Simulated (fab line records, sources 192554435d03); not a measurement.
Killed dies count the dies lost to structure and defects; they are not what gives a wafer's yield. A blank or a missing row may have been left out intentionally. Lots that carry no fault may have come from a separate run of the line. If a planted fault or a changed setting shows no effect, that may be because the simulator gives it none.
8D (eight disciplines) problem report, filled in by code ; flow n5 finfet ; the parts of the form that need people (team, actions taken, sign-off) are left out

## 1. WHAT WENT WRONG
cd nm at N5_FIN_SAQP_CD_MEAS_27 reads a mean of 16.12 nm on 6 wafers of 2 lots; wafers without a fault read 20.28 nm with a standard deviation of 0.2. That puts it -21 standard deviations away from the usual mean.
The step: target cd 20 nm.
The first sign was on wafer L575.1 at day 6 00:02, on cd sem-01. Wafers with a number at this step in the record: 24, from 8 lots. Rule for "out" (also "out of limits"): further than 4 standard deviations from the usual mean. The rest of the wafers with a number are treated as sound.

## 2. WHAT THIS IS AND IS NOT
question;is;is not
which readings at this step;cd nm;-
which lots;L575, L576;L559, L561, L563, L565, L580, L582
which wafers of those lots;all that have a number;-
read on which gauges;cd sem-01, cd sem-03;cd sem-02
when;from day 6 00:02;"up to then (12 sound wafers); but 6 sound wafers of L580, L582 came after"

## 3. WHAT RULES OUT EACH SUSPECT
Counting: any tool at a process step up to the reading is kept as a suspect provided that every lot that is out went through it and no sound lot did after the first of them.
- the gauge at N5_FIN_SAQP_CD_MEAS_27 has been ruled out. Those wafers that are out were read across 2 gauges (cd sem-01, cd sem-03).
- rie diel-06 at N5_FIN_SAQP_ETCH_51 (etches SiARC in CF4, target depth 45.5 nm, time 75.8 s): ruled out as a lasting fault. The sound lots L580 went through it after L575, its earliest lot that is out (day 5 22:04).
- ald sin-04 at N5_FIN_SAQP_SPACER1_ALD_24 (deposits SiO2, target thk 20.3 nm, pulse time 1 s, purge time 2 s): kept. All lots that are out passed through it, beginning with L575 at day 5 23:08, and no sound lot followed; its final sound lot before that point was L563 at day 3 01:02.
After counting, what remains is ald sin-04 at N5_FIN_SAQP_SPACER1_ALD_24.

## 4. THE CAUSE (what the simulator had put in)
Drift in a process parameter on ald sin-04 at N5_FIN_SAQP_SPACER1_ALD_24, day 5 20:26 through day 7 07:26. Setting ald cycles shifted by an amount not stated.
The count eliminated every tool but this one.

## 5. THE EFFECT CHAIN, in route order
Each row: a reading whose mean over the struck wafers that have a number lies more than 3 standard deviations from the usual. Only readings whose record carries a usual standard deviation are examined. hours: median over the lots of the time between each lot's start at the first step of this table that gives one and its start at this step. sigmas: the change, counted in usual standard deviations.
hours;step;reading;usual;on struck wafers;change;sigmas
0;N5_FIN_SAQP_CD_MEAS_27;cd nm;20.28 nm;16.12;-4.16;-21
249;N5_PASSIVATION_PROBE_49;defect limited yield;91.5 %;4.9;-86.6;-67
249;N5_PASSIVATION_PROBE_49;killed at front end;38;1062;+1024;+99 or more
249;N5_PASSIVATION_PROBE_49;killed dies;101;1122;+1021;+64
249;N5_PASSIVATION_PROBE_49;killed on rim;13;152;+139;+41
249;N5_PASSIVATION_PROBE_49;sort_bin_5_function;5.0 %;91.6;+86.6;+99 or more
249;N5_PASSIVATION_PROBE_49;sort n pass;1079;58;-1021;-64
249;N5_PASSIVATION_PROBE_49;sort yield pct;91.5 %;4.9;-86.6;-67
Process steps it contains:
- N5_PASSIVATION_PROBE_49

## 6. WHAT WOULD HAVE CAUGHT IT SOONER
Counted from the fault's start at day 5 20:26, it took 4 hours until the first out-of-limits reading at a measuring or inspecting step in this record, taken at day 6 00:02.
Tool readings at N5_FIN_SAQP_SPACER1_ALD_24 with a usual standard deviation given in the record: none out on any struck wafer, hence no alarm at a limit of 4 standard deviations on them.
Of the lots that are out (2), L576 began N5_FIN_SAQP_SPACER1_ALD_24 on ald sin-04 after day 6 00:02. Had the tool been put on hold then, it would have been spared.
